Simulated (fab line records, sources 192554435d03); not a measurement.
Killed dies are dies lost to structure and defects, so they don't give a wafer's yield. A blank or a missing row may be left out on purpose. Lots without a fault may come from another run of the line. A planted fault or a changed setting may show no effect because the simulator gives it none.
One fault seen from 2 desks | flow n5_finfet | each desk has only its own numbers; what lay behind them comes last

THE METROLOGY DESK
What the gauges read, lot by lot, whatever tool the lot ran on: means of the sampled wafers that have a number. A lot is out of limits, marked OUT, if its mean lies more than 4 standard deviations from the usual mean; the brackets give that distance.
Columns: A = M12_THK at N5_BEOL_M12_THK_MEAS_50, usual 329 nm; B = M12_RS at N5_BEOL_M12_RS_MEAS_54, usual 0.0600 ohm/sq
lot  | first seen here | A   | B
L843 | day 11 16:16    | 332 | 0.0598
L848 | day 13 03:06    | 329 | 0.0600
L859 | day 15 17:47    | 324 | 0.0606
L858 | day 15 18:07    | 333 | 0.0595
L861 | day 16 07:13    | 331 | 0.0595
This desk's finding: nothing out of limits on any of the 5 lots.

THE TOOL OWNER'S DESK: pecvd-04
The tool's own readings at N5_BEOL_M12_DEP_53 (deposits SiCN from 3MS/NH3, target thk 30 nm, time 10.5 s): means of the sampled wafers that have a number, for each lot that ran on this tool. A lot is out of limits, marked OUT, if its mean lies more than 4 standard deviations from the usual mean; the brackets give that distance.
Columns: A = showerhead_plenum_p_Torr at N5_BEOL_M12_DEP_53, usual 4.160 Torr; B = throttle_valve_pct at N5_BEOL_M12_DEP_53, usual 17.9 %
lot  | first seen here | A     | B
L848 | day 13 03:10    | 4.174 | 17.1
L861 | day 16 07:17    | 4.158 | 17.9
This desk's finding: nothing out of limits on any of the 2 lots.

PUT TOGETHER
The metrology desk saw nothing out of limits.
The tool owner's desk saw nothing out of limits.

WHAT THE SIMULATOR HAD PUT IN
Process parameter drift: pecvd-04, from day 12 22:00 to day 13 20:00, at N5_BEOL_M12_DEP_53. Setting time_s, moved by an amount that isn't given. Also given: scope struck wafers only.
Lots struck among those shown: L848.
